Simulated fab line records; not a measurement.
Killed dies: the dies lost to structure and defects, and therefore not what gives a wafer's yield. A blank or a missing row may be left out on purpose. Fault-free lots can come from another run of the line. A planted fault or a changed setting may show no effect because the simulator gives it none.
Which tool was responsible? / flow n5_finfet / route of 1938 steps, sampled at 1 step: 11 lots, 33 wafers

WHAT EACH GAUGE READ, for each wafer
N5_BEOL_M14_THK_MEAS_01.
lot=L451; measured=day 12 01:13; on=film_metro-01; M14_ILD_THK (nm)=1097 1114 1103
lot=L450; measured=day 12 08:22; on=film_metro-02; M14_ILD_THK (nm)=1107 1123 1108
lot=L452; measured=day 12 13:20; on=film_metro-01; M14_ILD_THK (nm)=1102 1118 1107
lot=L455; measured=day 13 07:46; on=film_metro-01; M14_ILD_THK (nm)=1104 1106 1127
lot=L458; measured=day 13 19:29; on=film_metro-01; M14_ILD_THK (nm)=1091 1109 1094
lot=L457; measured=day 13 23:10; on=film_metro-02; M14_ILD_THK (nm)=1091 1128 1123
lot=L462; measured=day 15 06:47; on=film_metro-02; M14_ILD_THK (nm)=1121 1135 1127
lot=L464; measured=day 15 07:03; on=film_metro-01; M14_ILD_THK (nm)=1124 1106 1140
lot=L468; measured=day 16 02:34; on=film_metro-02; M14_ILD_THK (nm)=1126 1163 1136
lot=L470; measured=day 16 16:48; on=film_metro-02; M14_ILD_THK (nm)=1116 1104 1115
lot=L469; measured=day 16 20:53; on=film_metro-02; M14_ILD_THK (nm)=1106 1121 1097

EACH LOT AND THE TOOL THAT RAN IT (in order: tool; ch and the chambers of the sampled wafers; start)
Before these readings, the record contains no process step.

THE ANSWER, worked out from the rows above alone
Rule: the usual values come from the lots themselves. The widest of any qualifying gaps counts: lots, ordered by their means at a reading, are off when they make up no more than a third of the lots, leave a main group of 4 or more, and stand apart from it by 3 or more times the standard deviation of that group's means. A main group is skipped when, at the precision printed for the reading in the tables above, its means are all equal. Also off: a lot with no number at a reading for which 4 or more lots have one. The other lots that the step has rows for count as sound.
No lot is off on any of the readings shown, so nothing can be concluded from this.

WHAT WAS PUT IN BY THE SIMULATOR
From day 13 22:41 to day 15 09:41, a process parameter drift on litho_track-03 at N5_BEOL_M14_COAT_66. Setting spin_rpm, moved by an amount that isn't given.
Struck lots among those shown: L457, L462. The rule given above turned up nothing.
